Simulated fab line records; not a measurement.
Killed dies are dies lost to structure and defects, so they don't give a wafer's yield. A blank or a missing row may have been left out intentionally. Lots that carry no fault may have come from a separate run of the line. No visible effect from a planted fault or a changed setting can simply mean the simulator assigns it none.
Struck lot and sound lot, side by side | flow n5Finfet | 36 out of 1938 route steps
Sound: these wafers, L197.2, L197.4, L197.5. Struck: wafers L191.2, L191.3. (L191.4 of the same lot was not struck and is left out.) The cause comes at the end.
Order at every step that has rows: each side's tool, ch and its chambers, its first start. Under that, the readings that differ: sound wafers | struck wafers | difference of the means | sigmas: that difference in standard deviations of wafers without a fault.
alike: words and numbers the same on both sides, and readings whose means are apart by under 2 such deviations; not compared: readings that were withheld, readings missing a value for some wafer, numbers with overlapping values and no deviation given by the record, and bounds like >300 which may hide the same value.
The two part at a step that has a row with sigmas, a row that says differs or no value, or rows on one side only. Numbers that don't overlap but have no deviation are shown without sigmas and don't part them. A reading that every wafer of one side lacks parts them only if that side has two wafers or more.

first, 9 steps without rows for these wafers: N5_SD_EPI_N_DEVELOP_08 (develop time 30 s); N5_SD_EPI_N_DESCUM_14 (chemistry O2, time 7.9 s); N5_SD_EPI_N_ETCH_34 (etches SiARC in CF4, target depth 45.5 nm, time 75.8 s); N5_SD_EPI_N_ETCH_35 (etches SOC in N2/H2, overetch 108 nm, time 486 s); N5_SD_EPI_N_STRIP_36 (strips in N2/H2); N5_SD_EPI_N_ETCHBACK_44 (etches SiNx in CH3F/O2, stops on SiO2, target depth 14.5 nm); N5_SD_EPI_N_ETCH_45 (etches SiOCN in CH3F/O2, target depth 6 nm); N5_SD_EPI_N_ETCH_16 (etches SiO2 in CHF3/O2, target depth 5 nm); N5_SD_EPI_N_STRIP_47 (strips in CHF3/O2).
N5_SD_EPI_N_SD_RECESS_17: chemistry HBr/Cl2/O2, target depth 41 nm, time 23.7 s, bt time 3 s.
  sound on rieSi-01 ch 0,1,2, day 8 09:17; struck on rieSi-04 ch 0,3, day 6 13:41
reading                                | sound             | struck      | difference | sigmas
oesProductAu (a.u.)                    | 0.998 1.003 1.018 | 1.109 1.121 | +0.109     | +6
model.etch.depthNm (nm)                | 40.94 40.2 40.9   | 56.77 56.87 | +16.14     | 
model.SD_EPI_N.featureDepthNm (nm)     | 41 40.2 41        | 56.8 56.8   | +16.1      | 
model.Si_of_WELL_APT_EPI_41.thkNm (nm) | 9.8 10.8 8.8      | 4.2 4.2     | -5.6       | 
  alike: HBr_flow_sccm, drypumpMotorCurrentA, throttleValvePct
  not compared: rfHoursCounterH
then, 2 steps without rows for these wafers: N5_SD_EPI_N_STRIP_38 (strips in N2/H2); N5_SD_EPI_N_WET_ETCH_43 (etches SiO2 in dHF, time 14 s, target depth 1.5 nm).
N5_SD_EPI_N_STRIP_18: strips in SPM, time 750 s.
  sound on wetBench-04 ch 0,6,7, day 8 09:29; struck on wetBench-01 ch 2,5, day 6 13:53
reading                                | sound        | struck | difference | sigmas
model.Si_of_WELL_APT_EPI_41.thkNm (nm) | 9.4 10.4 8.4 | 4 3.8  | -6         | 
then, 21 steps without rows for these wafers: N5_SD_EPI_N_SRD_20 (time 30 s); N5_SD_EPI_N_PRECLEAN_48 (cleans in NF3:NH3, afs cycles 2, time 20 s, sublimation time 60 s); N5_SD_EPI_N_VAPOR_ETCH_50 (etches Si in HCl, time 54 s); N5_SD_EPI_N_EPI_21 (deposits Si:P, time 690 s); N5_SD_EPI_N_PRECLEAN_24 (cleans in O3/DIW, time 60 s); N5_SD_EPI_N_SRD_25 (time 30 s); N5_SD_EPI_N_PRECLEAN_49 (cleans in NF3:NH3, afs cycles 1, time 20 s, sublimation time 60 s); N5_SD_EPI_N_LINER_46 (material SiNx, target thk 3 nm); N5_SD_EPI_P_COAT_34 (time 60 s, resist thk 350 nm); N5_SD_EPI_P_COAT_35 (time 60 s, resist thk 35 nm); N5_SD_EPI_P_COAT_03 (resist thk 150 nm); N5_SD_EPI_P_EBR_05; N5_SD_EPI_P_SOFTBAKE_04 (time 60 s); N5_SD_EPI_P_EXPOSE_06 (exposes mask SD P BLK, target cd 240 nm); N5_SD_EPI_P_PEB_07 (peb time 60 s); N5_SD_EPI_P_DEVELOP_08 (develop time 30 s); N5_SD_EPI_P_DESCUM_14 (chemistry O2, time 7.9 s); N5_SD_EPI_P_ETCH_36 (etches SiARC in CF4, target depth 45.5 nm, time 75.8 s); N5_SD_EPI_P_ETCH_37 (etches SOC in N2/H2, overetch 108 nm, time 486 s); N5_SD_EPI_P_STRIP_38 (strips in N2/H2); N5_SD_EPI_P_ETCHBACK_46 (etches SiNx in CH3F/O2, stops on SiO2, target depth 17.5 nm).
-- record jumps: 5 days separate the struck wafers' starts on either side; left off in module SD_EPI_P, taken up again in module BEOL_M4, whose first shown step is the route's number 1111 --
N5_BEOL_M4_RC_MEAS_101:
  sound on prober-02 ch 0, day 13 21:31; struck on prober-01 ch 0, day 11 14:34
  no value came back on the struck wafers for any of 17 readings (CJ_N, DIBL_N (mV/V) and others); on the sound wafers CJ_N reads 4.22 4.13 4.22
reading        | sound          | struck    | difference | sigmas
IOFF_P (nA/um) | 0.16 0.16 0.14 | 0.30 0.23 | +0.11      | +3
ION_P (uA/um)  | 456 447 448    | 480 466   | +23        | +3
VT_P (mV)      | -257 -257 -257 | -243 -248 | +12        | +3
  alike: DIBL_P, SS_P
-- record jumps: 5 days separate the struck wafers' starts on either side; left off in module BEOL_M4, taken up again in module PASSIVATION, whose first shown step is the route's number 1936 --
N5_PASSIVATION_PROBE_49:
  struck on prober-02, day 16 12:37; sound on prober-01, day 18 17:52
reading                | sound          | struck      | difference | sigmas
sort_bin_4_leakage (%) | 0 0 0          | 87.54 90.59 | +89.06     | +99 or more
sortNPass              | 1050 1059 1068 | 0 0         | -1059      | -59
sortYieldPct (%)       | 89.0 89.7 90.5 | 0 0         | -90        | -60
  alike: defectLimitedYield, killed_at_M0_to_M3, killed_at_M4_up, killedAtContacts, killedAtFrontEnd, killedAtOther, killedDies, killedOpen, killedShort, sort_bin_5_function, sort_bin_6_memory

== WHERE THEY PART ==
Earliest at N5_SD_EPI_N_SD_RECESS_17; latest, in this record, at N5_PASSIVATION_PROBE_49.

WHY: what the simulator had put in
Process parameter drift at N5_SD_EPI_N_SD_RECESS_17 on rieSi-04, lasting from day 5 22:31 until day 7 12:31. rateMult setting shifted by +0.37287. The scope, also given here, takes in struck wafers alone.
